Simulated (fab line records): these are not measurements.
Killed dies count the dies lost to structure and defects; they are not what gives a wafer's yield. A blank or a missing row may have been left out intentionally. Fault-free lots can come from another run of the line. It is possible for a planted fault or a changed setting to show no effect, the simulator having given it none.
A lot that was struck, set against a sound lot || flow nand-harc || 39 steps out of a route of 1302
Sound: these wafers, L154.3, L154.4, L154.6. Wafers struck: L166.1, L166.2, L166.5. The cause is named last.
At each step with rows: each side's tool, then ch and its chambers, then its first start. Under that, the readings that differ: sound wafers || struck wafers || difference of the means || sigmas: that difference in standard deviations of wafers without a fault.
alike: readings whose means differ by less than 2 such deviations, and words and numbers that are the same on both sides. not compared: withheld readings, readings that some wafer has no value for, bounds like >300 that may hide the same value, and numbers for which the record gives no deviation and whose values overlap.
Wherever a step has rows on one side only, a row that says differs or no value, or a row with sigmas, the two part there. When numbers do not overlap yet have no deviation, they are printed without sigmas and do not part them. Lack of a reading on every wafer of one side parts them only where that side has two or more wafers.

first, 1 step without rows for these wafers: NHARC_A_STAIRCASE_TRIM_16 (chemistry O2, time 211.2 s).
NHARC_A_STAIRCASE_ETCH_17: etches the open film in C4F8/O2, target depth 100 nm, time 40.5 s.
  sound on rie-diel-10 ch 0,2,3; struck on rie-diel-10 ch 2,3
  alike: oes-product-au, rf-vpp-V
  not compared: rf-hours-counter-h
then, 4 steps without rows for these wafers: NHARC_A_STAIRCASE_TRIM_18 (chemistry O2, time 211.2 s); NHARC_A_STAIRCASE_ETCH_19 (etches the open film in C4F8/O2, target depth 100 nm, time 40.5 s); NHARC_A_STAIRCASE_TRIM_20 (chemistry O2, time 211.2 s); NHARC_A_STAIRCASE_ETCH_21 (etches the open film in C4F8/O2, target depth 100 nm, time 40.5 s).
NHARC_A_STAIRCASE_TRIM_22: chemistry O2, time 211.2 s.
  sound on rie-diel-10 ch 2,3; struck on rie-diel-10 ch 0,1,3
  alike: drypump-motor-current-A, oes-product-au, rf-vpp-V, showerhead-plenum-p-Torr, throttle-valve-pct
  not compared: rf-hours-counter-h
then, 4 steps without rows for these wafers: NHARC_A_STAIRCASE_ETCH_23 (etches the open film in C4F8/O2, target depth 100 nm, time 40.5 s); NHARC_A_STAIRCASE_TRIM_24 (chemistry O2, time 211.2 s); NHARC_A_STAIRCASE_ETCH_25 (etches the open film in C4F8/O2, target depth 100 nm, time 40.5 s); NHARC_A_STAIRCASE_TRIM_26 (chemistry O2, time 211.2 s).
NHARC_A_STAIRCASE_ETCH_27: etches the open film in C4F8/O2, target depth 100 nm, time 40.5 s.
  sound on rie-diel-10 ch 0,3, day 16 04:40; struck on rie-diel-10 ch 0,1, day 21 17:16
  alike: oes-product-au, rf-vpp-V
  not compared: rf-hours-counter-h
then, 14 steps without rows for these wafers: NHARC_A_STAIRCASE_STRIP_175 (strips in O2); NHARC_A_STAIRCASE_STRIP_148 (strips in SPM, time 900 s); NHARC_A_STAIRCASE_PRECLEAN_149 (cleans in SC1); NHARC_A_STAIRCASE_SRD_150; NHARC_A_STAIRCASE_DEHYDRATE_176 (time 120 s); NHARC_A_STAIRCASE_HMDS_177 (time 30 s); NHARC_A_STAIRCASE_COAT_178; NHARC_A_STAIRCASE_SOFTBAKE_179 (time 170 s); NHARC_A_STAIRCASE_EBR_180; NHARC_A_STAIRCASE_EXPOSE_181 (exposes mask STAIR 2); NHARC_A_STAIRCASE_PEB_182 (peb time 130 s); NHARC_A_STAIRCASE_DEVELOP_183 (time 140 s); NHARC_A_STAIRCASE_HARDBAKE_185 (time 140 s); NHARC_A_STAIRCASE_DESCUM_186 (chemistry O2, time 3 s).
NHARC_A_STAIRCASE_TRIM_187: chemistry O2, time 211.2 s.
  sound on rie-diel-10 ch 0,2,3, day 16 06:29; struck on rie-diel-10 ch 0,2,3, day 21 19:02
  alike: drypump-motor-current-A, oes-product-au, rf-vpp-V, showerhead-plenum-p-Torr, throttle-valve-pct
  not compared: rf-hours-counter-h
then, 7 steps without rows for these wafers: NHARC_A_STAIRCASE_ETCH_188 (etches the open film in C4F8/O2, target depth 100 nm, time 40.5 s); NHARC_A_STAIRCASE_TRIM_189 (chemistry O2, time 211.2 s); NHARC_A_STAIRCASE_ETCH_190 (etches the open film in C4F8/O2, target depth 100 nm, time 40.5 s); NHARC_A_STAIRCASE_TRIM_191 (chemistry O2, time 211.2 s); NHARC_A_STAIRCASE_ETCH_192 (etches the open film in C4F8/O2, target depth 100 nm, time 40.5 s); NHARC_A_STAIRCASE_TRIM_193 (chemistry O2, time 211.2 s); NHARC_A_STAIRCASE_ETCH_194 (etches the open film in C4F8/O2, target depth 100 nm, time 40.5 s).
NHARC_A_STAIRCASE_TRIM_196: chemistry O2, time 211.2 s.
  sound on rie-diel-05 ch 0,2, day 16 07:39; struck on rie-diel-04 ch 2,3, day 21 20:03
  alike: drypump-motor-current-A, oes-product-au, rf-vpp-V, showerhead-plenum-p-Torr, throttle-valve-pct
  not compared: rf-hours-counter-h
then, 1 step without rows for these wafers: NHARC_A_STAIRCASE_ETCH_197 (etches the open film in C4F8/O2, target depth 100 nm, time 40.5 s).
NHARC_A_STAIRCASE_TRIM_198: chemistry O2, time 211.2 s.
  sound on rie-diel-05 ch 0,3; struck on rie-diel-04 ch 1,3
  alike: drypump-motor-current-A, oes-product-au, rf-vpp-V, showerhead-plenum-p-Torr, throttle-valve-pct
  not compared: rf-hours-counter-h
then, 1 step without rows for these wafers: NHARC_A_STAIRCASE_ETCH_199 (etches the open film in C4F8/O2, target depth 100 nm, time 40.5 s).
-- record jumps: 9 days between struck wafers' starts before vs after; left off in module A_STAIRCASE, resumes in module END, first step shown is number 1302 of the route --
NHARC_END_SORT_01:
  sound on prober-01 ch 0, day 24 20:07; struck on prober-01 ch 0, day 30 09:49
{"reading": "killed-at-array", "sound": "53 30 44", "struck": "145 105 103", "difference": "+75", "sigmas": "+4"}
{"reading": "killed-dies", "sound": "57 36 48", "struck": "147 105 106", "difference": "+72", "sigmas": "+4"}
  alike: killed-at-other, killed-at-periphery, killed-open, killed-short

== WHERE THEY PART ==
At NHARC_END_SORT_01 and nowhere else, as far as this record goes.

WHY: whatever the simulator had introduced
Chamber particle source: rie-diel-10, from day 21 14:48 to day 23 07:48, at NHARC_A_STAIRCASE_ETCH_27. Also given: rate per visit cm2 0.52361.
